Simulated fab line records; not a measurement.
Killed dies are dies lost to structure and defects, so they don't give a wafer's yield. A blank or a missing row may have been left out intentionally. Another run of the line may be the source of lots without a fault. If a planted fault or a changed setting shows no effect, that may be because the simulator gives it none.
fab line records	flow n5-finfet
record lots=9	wafers=27	last-day=16
route steps=1938 shown START@1 ZERO_LAYER@15 WELL_APT@40 PMOS_HMC_CHANNEL_EPI@70 BEOL_M4@1111 PASSIVATION@1936
lots that met no fault: from a run of the same line without faults
start-h: hours from the record's opening day to when the first of the lot's shown wafers began	wait-h: hours since the lot's step before	" unchanged from the row above	L1.1+2: one row covering several wafers at once	- either no value or no given start	* or withheld: withheld	< > ~ a bound
route shown NAME@n: names a module that has steps shown in the file, with the first one's number in the route	usual: mean and standard deviation over wafers with no fault	same: alike in all rows	chamber/n: place in a boat	sites: each site's reading	_std_site: the values' standard deviation	_edge_site: inner sites' mean taken away from outer sites' mean	radius-mm: for every site, how far away it sits from the centre of the wafer	mask NAME#n: copy n	behind: the tool/chamber that last shaped the wafer	hold: why the lot went on hold/how many hours it stayed there/how the hold came to an end	device: transistor that didn't switch, given as n, p or np	end of line: the same wafers' tests at the end of the route	a step without rows: its recipe alone	killed: not the wafer's yield, but the dies lost to structure and defects at the first sort	map: shows each die of a wafer: x if killed, . if not, _ if none is there
set.NAME: setting as actually run; set.NAME@STEP: the setting as run at that earlier step	model.NAME: the simulator's own value behind a step, which no gauge read
a sample of lots followed through the steps of the route, with each step as a table and each wafer as a row
services: from which hour (start-h, from the record's first day; less than 0 if before it) a tool's chamber was out of use, for how many hours, and why
## steps
# step N5_START_INSPECT_01
# recipe inspect-instrument=unpatterned-scan	mode=incoming
# usual raw-defect-count=5.8/2.5
lot.wafer	tool	chamber	start-h	wait-h	raw-defect-count
L895.1	defect-inspect-01	-	42.03	-	3
L895.2	"	-	"	"	6
L895.6	"	-	"	"	4
L896.1	defect-inspect-02	-	48.03	-	4
L896.2	"	-	"	"	11
L896.4	"	-	"	"	4
L897.2	defect-inspect-01	-	54.03	-	5
L897.4	"	-	"	"	6
L897.5	"	-	"	"	10
L898.4	defect-inspect-01	-	60.04	-	6
L898.5	"	-	"	"	6
L898.6	"	-	"	"	5
L901.1	defect-inspect-02	-	78.03	-	4
L901.3	"	-	"	"	4
L901.5	"	-	"	"	7
L906.3	defect-inspect-01	-	108.03	-	7
L906.4	"	-	"	"	4
L906.6	"	-	"	"	6
L908.2	defect-inspect-01	-	120.03	-	2
L908.3	"	-	"	"	5
L908.4	"	-	"	"	3
L909.1	defect-inspect-02	-	126.03	-	9
L909.2	"	-	"	"	3
L909.4	"	-	"	"	7
L910.1	defect-inspect-02	-	132.03	-	6
L910.2	"	-	"	"	7
L910.4	"	-	"	"	7
# step N5_ZERO_LAYER_ETCH_17
# recipe chemistry=CF4	target=SiO2	target-depth-a=120	time-s=13.3	ion-energy-ev=350	pressure-mtorr=40	source-w=450	bias-w=215	Ar_flow_sccm=100	cf4-flow-sccm=100
# usual drypump-motor-current-A=5.7/0.46	oes-product-au=0.79/0.092	rf-vpp-V=946.6/2.9	showerhead-plenum-p-Torr=2.11/0.037	throttle-valve-pct=15.71/0.28
lot.wafer	tool	chamber	start-h	wait-h	drypump-motor-current-A	oes-product-au	rf-hours-counter-h	rf-vpp-V	showerhead-plenum-p-Torr	throttle-valve-pct
L895.1	rie-diel-06	0	42.71	0.0	6.2	0.96	4	946.8	2.10	15.27
L895.2	"	1	"	"	5.3	0.73	173	942.5	2.07	15.58
L895.6	"	1	"	"	5.3	0.72	-	942.3	2.07	15.57
L896.1	rie-diel-06	3	49.10	0.0	5.0	0.78	129	944.5	2.06	15.69
L896.2	"	1	"	"	5.3	0.74	175	941.2	2.07	15.59
L896.4	"	0	"	"	6.2	0.96	6	947.0	2.10	15.28
L897.2	rie-diel-03	1	54.84	0.0	5.7	0.71	196	946.4	2.12	16.11
L897.4	"	0	"	"	6.0	0.68	244	952.2	2.17	15.95
L897.5	"	1	"	"	5.7	0.72	-	947.4	2.12	16.10
L898.4	rie-diel-01	1	60.84	0.0	5.8	0.94	23	946.0	2.09	15.32
L898.5	"	1	"	"	5.8	0.94	-	946.3	2.09	15.28
L898.6	"	0	"	"	6.1	0.70	-	948.0	2.11	15.96
L901.1	rie-diel-06	0	79.04	0.0	6.2	0.92	16	945.5	2.10	15.27
L901.3	"	2	"	"	5.8	0.77	149	948.2	2.15	15.87
L901.5	"	0	"	"	6.2	0.92	-	946.7	2.10	15.29
L906.3	rie-diel-03	2	108.86	0.0	5.6	0.74	168	948.9	2.14	16.07
L906.4	"	3	"	"	5.0	0.73	-	943.8	2.05	15.80
L906.6	"	0	"	"	6.0	0.96	-	953.7	2.17	15.46
L908.2	rie-diel-06	2	120.72	0.0	5.8	0.76	162	947.7	2.14	15.90
L908.3	"	1	"	"	5.3	0.72	190	942.7	2.06	15.62
L908.4	"	0	"	"	6.2	0.89	31	944.1	2.09	15.31
L909.1	rie-diel-03	3	126.71	0.0	5.0	0.72	195	943.0	2.05	15.80
L909.2	"	1	"	"	5.7	0.70	216	946.7	2.11	16.13
L909.4	"	0	"	"	6.0	0.93	12	951.8	2.16	15.49
L910.1	rie-diel-06	3	132.86	0.0	5.0	0.76	157	941.9	2.05	15.76
L910.2	"	1	"	"	5.3	0.72	193	944.6	2.06	15.62
L910.4	"	2	"	"	5.8	0.75	166	948.5	2.14	15.90
# step N5_WELL_APT_PEB_23
# recipe peb-temp-c=130	peb-time-s=90
# usual heater-power-total-W=172.4/0.78	plate-temp-C=129.98/0.15	resist-line-temp-C=23.00/0.11
lot.wafer	tool	chamber	start-h	wait-h	heater-power-total-W	plate-temp-C	resist-line-temp-C
L895.1	litho-track-03	0	44.84	0.1	172.5	130.01	22.93
L895.2	"	0	"	"	171.7	129.95	23.04
L895.6	"	0	"	"	172.7	129.94	23.06
L896.1	litho-track-02	0	51.10	0.1	173.0	129.85	23.10
L896.2	"	0	"	"	173.0	130.03	22.89
L896.4	"	0	"	"	173.0	129.95	23.23
L897.2	litho-track-02	0	57.11	0.0	171.8	130.13	23.04
L897.4	"	0	"	"	171.0	129.87	23.06
L897.5	"	0	"	"	172.5	130.13	23.03
L898.4	litho-track-05	0	63.32	0.0	171.9	129.81	22.98
L898.5	"	0	"	"	172.6	129.82	23.02
L898.6	"	0	"	"	173.8	130.01	23.05
L901.1	litho-track-03	0	81.43	0.1	171.1	129.81	23.13
L901.3	"	0	"	"	171.8	129.91	23.03
L901.5	"	0	"	"	172.8	129.88	23.02
L906.3	litho-track-05	0	111.16	0.0	172.7	130.23	22.95
L906.4	"	0	"	"	172.5	129.98	23.00
L906.6	"	0	"	"	172.9	130.10	23.14
L908.2	litho-track-03	0	122.82	0.0	170.8	128.95	22.87
L908.3	"	0	"	"	170.1	128.65	23.04
L908.4	"	0	"	"	169.3	128.85	22.90
L909.1	litho-track-02	0	128.69	0.1	173.1	129.91	23.21
L909.2	"	0	"	"	172.2	129.98	23.27
L909.4	"	0	"	"	173.1	129.83	23.08
L910.1	litho-track-03	0	135.49	0.1	169.7	128.74	22.91
L910.2	"	0	"	"	170.5	128.76	23.00
L910.4	"	0	"	"	170.9	128.85	23.04
# step N5_WELL_APT_CD_MEAS_25
# recipe target-cd-nm=200	landing-energy-ev=500	detector=se-inlens
# usual cd-nm=199.4/2.1
lot.wafer	tool	chamber	start-h	wait-h	cd-nm
L895.1	cd-sem-01	0	44.96	-	200.5
L895.2	"	0	"	"	196.0
L895.6	"	0	"	"	198.8
L896.1	cd-sem-01	0	51.22	-	196.3
L896.2	"	0	"	"	195.4
L896.4	"	0	"	"	196.7
L897.2	cd-sem-03	0	57.23	-	199.4
L897.4	"	0	"	"	201.3
L897.5	"	0	"	"	197.8
L898.4	cd-sem-02	0	63.44	-	199.8
L898.5	"	0	"	"	203.1
L898.6	"	0	"	"	199.6
L901.1	cd-sem-02	0	81.55	-	201.8
L901.3	"	0	"	"	197.9
L901.5	"	0	"	"	199.8
L906.3	cd-sem-01	0	111.27	-	196.3
L906.4	"	0	"	"	199.5
L906.6	"	0	"	"	201.1
L908.2	cd-sem-03	0	122.94	-	192.7
L908.3	"	0	"	"	191.6
L908.4	"	0	"	"	188.7
L909.1	cd-sem-02	0	128.80	-	197.8
L909.2	"	0	"	"	199.9
L909.4	"	0	"	"	200.2
L910.1	cd-sem-03	0	135.61	-	195.4
L910.2	"	0	"	"	191.0
L910.4	"	0	"	"	192.2
# step N5_PMOS_HMC_CHANNEL_EPI_HM_OPEN_15
# recipe chemistry=CHF3/O2	target=SiO2	mask-material=CAR-ArF-block	target-depth-a=406	CHF3_flow_sccm=50	O2_flow_sccm=5	Ar_flow_sccm=200	time-s=20.3	pressure-mtorr=30	source-w=650	bias-w=170	ion-energy-ev=200
# usual drypump-motor-current-A=5.8/0.47	oes-product-au=0.78/0.087	rf-vpp-V=520/9.3	showerhead-plenum-p-Torr=2.38/0.041	throttle-valve-pct=19.00/0.24
lot.wafer	tool	chamber	start-h	wait-h	drypump-motor-current-A	oes-product-au	rf-hours-counter-h	rf-vpp-V	showerhead-plenum-p-Torr	throttle-valve-pct
L895.1	rie-diel-06	3	47.31	0.0	5.0	0.77	129	528	2.32	18.95
L895.2	"	2	"	"	5.8	0.77	137	515	2.41	19.05
L895.6	"	0	"	"	6.2	0.96	-	509	2.38	18.59
L896.1	rie-diel-01	2	53.75	0.0	6.0	0.68	228	526	2.38	19.20
L896.2	"	0	"	"	6.1	0.70	234	509	2.37	19.11
L896.4	"	3	"	"	6.7	0.78	115	515	2.43	18.82
L897.2	rie-diel-06	2	59.60	0.0	5.8	0.77	142	514	2.41	19.06
L897.4	"	1	"	"	5.3	0.72	179	521	2.33	18.81
L897.5	"	0	"	"	6.2	0.94	-	509	2.38	18.59
L898.4	rie-diel-01	1	66.02	0.0	5.9	0.93	-	513	2.37	18.64
L898.5	"	0	"	"	6.1	0.69	-	508	2.37	19.11
L898.6	"	3	"	"	6.6	0.79	-	517	2.42	18.81
L901.1	rie-diel-06	0	84.16	0.0	6.2	0.92	18	511	2.37	18.64
L901.3	"	3	"	"	5.0	0.77	141	530	2.31	18.95
L901.5	"	3	"	"	5.0	0.77	-	529	2.31	18.95
L906.3	rie-diel-03	2	113.51	0.0	5.6	0.74	170	510	2.42	19.35
L906.4	"	3	"	"	5.0	0.73	191	531	2.30	18.99
L906.6	"	1	"	"	5.7	0.71	-	530	2.37	19.35
L908.2	rie-diel-01	3	125.37	0.0	6.7	0.76	139	516	2.42	18.87
L908.3	"	2	"	"	6.0	0.67	243	527	2.37	19.23
L908.4	"	1	"	"	5.9	0.89	-	514	2.36	18.69
L909.1	rie-diel-03	2	131.45	0.0	5.6	0.72	176	508	2.41	19.36
L909.2	"	1	"	"	5.7	0.70	217	529	2.37	19.36
L909.4	"	3	"	"	5.0	0.73	196	531	2.30	19.01
L910.1	rie-diel-03	1	138.70	0.0	5.7	0.69	220	531	2.37	19.38
L910.2	"	0	"	"	6.0	0.94	16	533	2.44	18.77
L910.4	"	3	"	"	5.0	0.72	199	530	2.30	19.00
# step N5_BEOL_M4_RC_MEAS_101
# usual DIBL_N=35.8/1.8	DIBL_P=35.9/2.2	IOFF_N=0.16/0.035	IOFF_P=0.21/0.04	ION_N=672/11	ION_P=461/7.4	SS_N=71.4/0.64	SS_P=73.2/0.67	VT_N=250/3.5	VT_P=-251/3.4
lot.wafer	tool	chamber	start-h	wait-h	DIBL_N[mV/V]	DIBL_P[mV/V]	IOFF_N[nA/um]	IOFF_P[nA/um]	ION_N[uA/um]	ION_P[uA/um]	SS_N[mV/dec]	SS_P[mV/dec]	VT_N[mV]	VT_P[mV]
L895.1	prober-01	0	200.51	0.0	35.9	37.2	0.16	0.21	671	464	72.0	73.4	250	-250
L895.2	"	0	"	"	35.0	35.8	0.14	0.20	669	459	71.6	72.8	252	-254
L895.6	"	0	"	"	36.8	37.1	0.17	0.21	675	464	71.9	73.3	250	-249
L897.2	prober-01	0	209.22	0.2	36.0	35.7	0.15	0.20	665	462	71.5	72.8	254	-250
L897.4	"	0	"	"	39.2	39.2	0.21	0.27	683	468	72.0	74.2	251	-248
L897.5	"	0	"	"	38.9	39.0	0.20	0.25	676	470	72.2	73.1	248	-250
L898.4	prober-02	0	214.06	0.5	36.3	36.0	0.15	0.18	663	455	71.7	73.6	251	-253
L898.5	"	0	"	"	38.0	39.9	0.19	0.26	677	462	71.8	74.1	249	-249
L898.6	"	0	"	"	36.0	36.2	0.15	0.19	667	458	71.1	73.6	249	-251
L896.1	prober-01	0	216.83	0.0	38.6	40.7	0.21	0.24	691	467	72.3	73.7	247	-250
L896.2	"	0	"	"	36.7	37.9	0.17	0.19	683	459	72.1	72.5	249	-251
L896.4	"	0	"	"	35.0	36.7	0.13	0.17	665	451	71.1	72.8	254	-255
L901.1	prober-02	0	238.77	0.0	35.6	35.6	0.14	0.18	674	455	71.6	73.2	249	-251
L901.3	"	0	"	"	38.5	39.2	0.19	0.24	682	459	72.2	73.4	249	-249
L901.5	"	0	"	"	37.0	37.5	0.18	0.21	685	465	72.7	73.6	249	-250
L906.3	prober-02	0	265.80	0.3	31.7	31.2	0.09	0.13	654	456	70.2	71.9	258	-256
L906.4	"	0	"	"	34.5	35.6	0.13	0.19	667	461	70.7	73.1	251	-251
L906.6	"	0	"	"	33.8	34.5	0.12	0.18	667	469	70.6	72.2	251	-251
L908.2	prober-01	0	280.65	0.2	37.3	36.3	0.18	0.21	672	458	72.0	73.2	248	-251
L908.3	"	0	"	"	37.0	35.8	0.16	0.20	682	464	70.6	73.4	249	-251
L908.4	"	0	"	"	32.9	31.6	0.11	0.15	661	456	70.9	72.5	252	-256
L910.1	prober-02	0	282.56	0.0	35.1	36.4	0.15	0.23	668	461	71.7	73.3	248	-248
L910.2	"	0	"	"	36.7	38.3	0.19	0.26	679	472	72.2	72.9	246	-245
L910.4	"	0	"	"	34.3	35.3	0.14	0.21	669	466	71.8	72.9	252	-248
L909.1	prober-01	0	284.90	0.0	37.0	36.5	0.16	0.22	673	455	71.6	73.1	251	-249
L909.2	"	0	"	"	37.4	37.5	0.17	0.26	670	462	71.8	74.1	248	-245
L909.4	"	0	"	"	36.3	36.1	0.17	0.22	671	463	71.5	73.4	250	-247
# step N5_PASSIVATION_PROBE_49
# usual defect-limited-yield=91.0/1.5	killed_at_M0_to_M3=34/9.1	killed_at_M4_up=14/5.7	killed-at-contacts=13/5.7	killed-at-front-end=42/12	killed-at-other=4/3.4	killed-dies=106/17	killed-open=70/13	killed-short=34/7.5	sort_bin_5_function=5.2/0.94	sort_bin_6_memory=3.4/0.69	sort-n-pass=1074/17	sort-yield-pct=91.0/1.5
# same gross-dies=1180	killed-at-back-side=0	sort_bin_4_leakage[%]=0	sort_bin_8_speed[%]=0
lot.wafer	tool	chamber	start-h	wait-h	defect-limited-yield[%]	killed_at_M0_to_M3	killed_at_M4_up	killed-at-contacts	killed-at-front-end	killed-at-other	killed-dies	killed-open	killed-short	sort_bin_5_function[%]	sort_bin_6_memory[%]	sort-n-pass	sort-yield-pct[%]
L898.4	prober-02	-	314.52	0.2	91.3	27	9	16	45	6	103	66	37	5.3	3.1	1077	91.3
L898.5	prober-02	-	314.57	0.2	90.9	28	16	14	47	2	107	69	38	6.0	2.9	1073	90.9
L898.6	prober-02	-	314.62	0.3	90.8	37	17	19	31	5	109	71	38	4.7	4.4	1071	90.8
L897.2	prober-01	-	320.40	0.1	90.2	29	16	8	57	6	116	83	30	6.0	3.6	1064	90.2
L897.4	prober-01	-	320.50	0.2	89.2	40	17	20	49	2	128	88	39	7.2	3.4	1052	89.2
L897.5	prober-01	-	320.55	0.2	90.3	44	9	16	40	6	115	69	44	5.3	3.9	1065	90.3
L896.1	prober-01	-	322.89	0.0	91.4	31	19	5	39	7	101	71	28	5.1	3.2	1079	91.4
L896.2	prober-01	-	322.94	0.1	92.2	21	10	7	48	6	92	52	37	4.3	3.3	1088	92.2
L896.4	prober-01	-	323.04	0.2	91.8	31	6	11	46	3	97	59	36	5.1	2.7	1083	91.8
L901.1	prober-01	-	333.81	0.0	92.4	39	5	13	29	4	90	57	31	5.3	2.1	1090	92.4
L901.3	prober-01	-	333.91	0.1	91.4	40	7	13	38	3	101	65	35	5.3	3.1	1079	91.4
L901.5	prober-01	-	334.01	0.2	90.0	19	4	27	53	15	118	77	39	5.4	4.2	1062	90.0
L910.1	prober-02	-	383.98	0.0	91.1	33	11	21	38	2	105	72	32	5.7	2.9	1075	91.1
L910.2	prober-02	-	384.03	0.1	90.2	41	6	8	59	2	116	72	37	5.3	3.5	1064	90.2
L910.4	prober-02	-	384.13	0.2	89.3	63	10	13	30	10	126	81	43	7.0	3.3	1054	89.3
# killed by level:class
L898.4 MOL_CONTACT_COAG:geometric-particle:open=14 STI_FIN_REVEAL:geometric-particle:open=8 GATE_CUT:geometric-particle:short=7 BEOL_M0_SAQP:geometric-particle:short=7 BEOL_M3:geometric-particle:open=7 FIN_SAQP:geometric-particle:open=6 BEOL_M4:geometric-particle:open=6 FIN_SAQP:geometric-particle:short=5
L898.5 FIN_SAQP:geometric-particle:open=16 MOL_CONTACT_COAG:geometric-particle:open=11 BEOL_M4:geometric-particle:open=9 FIN_SAQP:geometric-particle:short=8 STI_FIN_REVEAL:geometric-particle:open=7 BEOL_M3:geometric-particle:open=7 BEOL_M2:geometric-particle:short=6 DUMMY_GATE:geometric-particle:open=4
L898.6 MOL_CONTACT_COAG:geometric-particle:open=15 BEOL_M4:geometric-particle:open=13 FIN_SAQP:geometric-particle:short=9 BEOL_M0_SAQP:geometric-particle:open=8 BEOL_M0_SAQP:geometric-particle:short=8 BEOL_M3:geometric-particle:open=8 FIN_SAQP:geometric-particle:open=6 BEOL_M1:geometric-particle:open=6
L897.2 STI_FIN_REVEAL:geometric-particle:open=20 FIN_SAQP:geometric-particle:open=14 FIN_SAQP:geometric-particle:short=6 MOL_CONTACT_COAG:geometric-particle:open=6 BEOL_M3:geometric-particle:open=6 BEOL_M0_SAQP:geometric-particle:open=5 BEOL_M1:geometric-particle:open=5 BEOL_M4:geometric-particle:open=5
L897.4 MOL_CONTACT_COAG:geometric-particle:open=16 FIN_SAQP:geometric-particle:open=14 FIN_SAQP:geometric-particle:short=10 BEOL_M3:geometric-particle:open=10 BEOL_M4:geometric-particle:open=10 BEOL_M0_SAQP:geometric-particle:open=9 BEOL_M0_SAQP:geometric-particle:short=7 STI_FIN_REVEAL:geometric-particle:open=6
L897.5 MOL_CONTACT_COAG:geometric-particle:open=16 FIN_SAQP:geometric-particle:open=13 BEOL_M1:geometric-particle:open=12 BEOL_M0_SAQP:geometric-particle:short=11 BEOL_M3:geometric-particle:open=9 FIN_SAQP:geometric-particle:short=8 ILD0:geometric-particle:short=5 MIM_TOP:geometric-particle:short=4
L896.1 STI_FIN_REVEAL:geometric-particle:open=10 BEOL_M2:geometric-particle:open=10 BEOL_M4:geometric-particle:open=8 GATE_CUT:geometric-particle:short=7 GATE_CUT:geometric-particle:open=6 BEOL_M0_SAQP:geometric-particle:short=6 DUMMY_GATE:geometric-particle:open=5 MOL_CONTACT_COAG:geometric-particle:open=5
L896.2 FIN_SAQP:geometric-particle:short=8 BEOL_M2:geometric-particle:open=8 DUMMY_GATE:geometric-particle:open=7 GATE_CUT:geometric-particle:short=7 FIN_SAQP:geometric-particle:open=6 MOL_CONTACT_COAG:geometric-particle:open=5 BEOL_M1:geometric-particle:open=5 STARTING-WAFER:geometric-particle:open=5
L896.4 FIN_SAQP:geometric-particle:open=14 GATE_CUT:geometric-particle:short=8 BEOL_M2:geometric-particle:open=8 MOL_CONTACT_COAG:geometric-particle:open=7 BEOL_M3:geometric-particle:open=7 STI_FIN_REVEAL:geometric-particle:open=6 BEOL_M0_SAQP:geometric-particle:open=6 FIN_SAQP:geometric-particle:short=5
L901.1 BEOL_M1:geometric-particle:open=13 MOL_CONTACT_COAG:geometric-particle:open=12 BEOL_M0_SAQP:geometric-particle:open=6 GATE_CUT:geometric-particle:short=5 BEOL_M0_SAQP:geometric-particle:short=5 BEOL_M1:geometric-particle:short=5 FIN_SAQP:geometric-particle:open=4 DUMMY_GATE:geometric-particle:open=4
L901.3 BEOL_M0_SAQP:geometric-particle:short=14 MOL_CONTACT_COAG:geometric-particle:open=11 STI_FIN_REVEAL:geometric-particle:open=8 BEOL_M0_SAQP:geometric-particle:open=8 BEOL_M1:geometric-particle:open=6 BEOL_M1:geometric-particle:short=5 BEOL_M2:geometric-particle:open=5 DUMMY_GATE:geometric-particle:open=4
L901.5 MOL_CONTACT_COAG:geometric-particle:open=18 STI_FIN_REVEAL:geometric-particle:open=15 FIN_SAQP:geometric-particle:open=11 MOL_CONTACT_COAG:geometric-particle:short=9 BEOL_M0_SAQP:geometric-particle:open=8 MIM_TOP_ETCH:geometric-particle:short=5 FIN_SAQP:geometric-particle:short=4 DUMMY_GATE:geometric-particle:open=4
L910.1 MOL_CONTACT_COAG:geometric-particle:open=15 STI_FIN_REVEAL:geometric-particle:open=11 BEOL_M0_SAQP:geometric-particle:open=11 BEOL_M0_SAQP:geometric-particle:short=10 BEOL_M2:geometric-particle:open=7 DUMMY_GATE:geometric-particle:open=6 MOL_CONTACT_COAG:geometric-particle:short=6 STARTING-WAFER:geometric-particle:open=4
L910.2 FIN_SAQP:geometric-particle:open=11 BEOL_M0_SAQP:geometric-particle:short=10 STI_FIN_REVEAL:geometric-particle:open=8 BEOL_M2:geometric-particle:open=8 BEOL_M0_SAQP:geometric-particle:open=7 BEOL_M1:geometric-particle:open=7 HKMG_FIN:area-etch=7 FIN_SAQP:geometric-particle:short=6
L910.4 BEOL_M0_SAQP:geometric-particle:open=14 BEOL_M0_SAQP:geometric-particle:short=13 MOL_CONTACT_COAG:geometric-particle:open=12 BEOL_M3:geometric-particle:open=12 BEOL_M2:geometric-particle:open=10 BEOL_M4:geometric-particle:open=7 STI_FIN_REVEAL:geometric-particle:open=7 PASS1_CAP:geometric-particle:short=6
## services
tool	chamber	start-h	hours	kind
litho-track-02	-	20.37	-	consumable-replace:filter
rie-diel-03	0	25.76	27.0	repair
rie-diel-01	2	60.91	23.0	repair
rie-diel-01	-	62.44	2.8	pm
rie-diel-06	1	71.21	24.2	repair
rie-diel-03	0	77.62	-	clean
rie-diel-03	0	77.62	-	consumable-replace:focus-ring
rie-diel-03	0	77.62	13.9	scheduled-down
rie-diel-03	0	77.62	13.9	vent-cycle
rie-diel-01	0	103.00	-	clean
rie-diel-01	0	103.00	-	consumable-replace:focus-ring
rie-diel-01	0	103.00	27.2	scheduled-down
rie-diel-01	0	103.00	27.2	vent-cycle
rie-diel-03	1	103.40	9.8	repair
## key
first-sign step=N5_WELL_APT_PEB_23	reading=plate-temp-C	direction=down	sigmas=8	usual=*	struck=*
effect step=N5_WELL_APT_PEB_23	reading=heater-power-total-W	direction=down	sigmas=2.8	usual=*	struck=*
effect step=N5_WELL_APT_CD_MEAS_25	reading=cd-nm	direction=down	sigmas=3.6	usual=199.4	struck=191.9
met-at N5_WELL_APT_PEB_23
struck-lots L908,L910
not-acting-at N5_START_INSPECT_01,N5_ZERO_LAYER_ETCH_17,N5_PMOS_HMC_CHANNEL_EPI_HM_OPEN_15
onset-between 81.43 122.82
fault kind=process-parameter-drift	tool=litho-track-03	chamber=-	onset-h=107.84	steps=N5_WELL_APT_PEB_23	channel=peb-temp-c	offset=*	shape=step	end-h=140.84	acts-in=*	stated=*
